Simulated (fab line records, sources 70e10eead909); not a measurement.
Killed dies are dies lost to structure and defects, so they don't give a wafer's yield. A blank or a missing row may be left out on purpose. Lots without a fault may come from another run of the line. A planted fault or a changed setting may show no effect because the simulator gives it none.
Chamber matching | flow nand_harc | NHARC_A_STAIRCASE_TRIM_196 on rie_diel-07: 4 sister chambers
The step chemistry O2, time 211.2 s. 8 wafers are shown with their chamber, then 8 later ones without.

WAFERS WITH THEIR CHAMBER
wafer  | chamber | showerhead_plenum_p_Torr (Torr) | rf_vpp_V (V)
L079.6 | 1       | 3.58                            | 59.1
L078.6 | 0       | 3.80                            | 57.2
L087.2 | 2       | 3.55                            | 56.8
L087.6 | 2       | 3.55                            | 56.7
L088.1 | 1       | 3.57                            | 56.9
L088.4 | 0       | 3.79                            | 58.4
L088.5 | 3       | 3.32                            | 56.4
L090.1 | 3       | 3.31                            | 56.4

WAFERS WITHOUT THEIR CHAMBER
wafer  | showerhead_plenum_p_Torr (Torr) | rf_vpp_V (V)
L090.4 | 3.57                            | 58.2
L090.6 | 3.79                            | 57.6
L089.2 | 3.54                            | 56.9
L089.4 | 3.31                            | 57.6
L089.5 | 3.31                            | 56.5
L096.1 | 3.31                            | 56.4
L096.2 | 3.54                            | 57.6
L096.4 | 3.31                            | 56.3

WHICH CHAMBER EACH WENT THROUGH
wafer  | from the rows above | in truth
L090.4 | 1                   | 1
L090.6 | 0                   | 0
L089.2 | 2                   | 2
L089.4 | 3                   | 3
L089.5 | 3                   | 3
L096.1 | 3                   | 3
L096.2 | 2                   | 2
L096.4 | 3                   | 3
Placed correctly: 8 of 8. Can't be placed from these rows: 0. Placed wrongly: 0.
How it was worked out, from the rows above alone: a wafer's distance from a chamber is the root of the sum, over the readings, of the square of ((its reading less the chamber's mean) divided by the reading's scatter). The wafer belongs to the nearest chamber; if the next one is less than 2 further off, it can't be placed. A chamber's mean is the mean of its shown wafers. The scatter: the root of (the sum of the squares of (reading less its chamber's mean) over the shown wafers, divided by (wafers less chambers)).
